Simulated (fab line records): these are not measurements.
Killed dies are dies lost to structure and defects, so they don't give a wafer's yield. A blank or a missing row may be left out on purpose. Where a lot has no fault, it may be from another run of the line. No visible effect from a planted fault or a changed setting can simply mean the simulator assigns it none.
Matching of chambers	flow nandHarc	NHARC_A_M1_CMP_23 on cmp-03 has 4 sister chambers
The step polishes, t overpolish 20 s, target thk 154.34 nm. 8 wafers are shown with their chamber, then 9 later ones without.

## WAFERS WITH THEIR CHAMBER
wafer	chamber	motorCurrentA (A)	timeToEndpointS (s)
L078.2	3	10.1	27.7
L085.1	0	13.9	28.3
L081.1	2	12.0	27.9
L084.4	2	12.5	27.4
L084.5	1	11.6	26.8
L090.2	3	10.1	26.5
L090.4	1	12.5	31.1
L090.6	0	13.9	30.9

## WAFERS MISSING THEIR CHAMBER
wafer	motorCurrentA (A)	timeToEndpointS (s)
L091.1	12.4	23.2
L091.3	9.8	27.7
L091.6	14.1	27.4
L093.1	12.1	26.1
L093.2	14.2	27.2
L093.3	10.4	23.6
L095.3	13.7	27.0
L095.5	12.0	29.6
L095.6	14.0	25.7

## THE CHAMBER EACH PASSED THROUGH
wafer	from the rows above	in truth
L091.1	can't be placed: 2 or 1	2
L091.3	3	3
L091.6	0	0
L093.1	can't be placed: 2 or 1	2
L093.2	0	0
L093.3	3	3
L095.3	0	0
L095.5	can't be placed: 1 or 2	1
L095.6	0	0
Correct placement for 6 of the 9. From these rows, 3 cannot be placed; in 3 the true chamber is one of the candidates. Placed wrongly: 0.
How it was worked out, from the rows above alone: a wafer's distance from a chamber is the root of the sum, over the readings, of the square of ((its reading less the chamber's mean) divided by the reading's scatter). The wafer belongs to the nearest chamber; if the next one is less than 2 further off, it can't be placed. For every chamber, the mean is computed from those of its wafers that are shown. The scatter: the root of (the sum of the squares of (reading less its chamber's mean) over the shown wafers, divided by (wafers less chambers)).
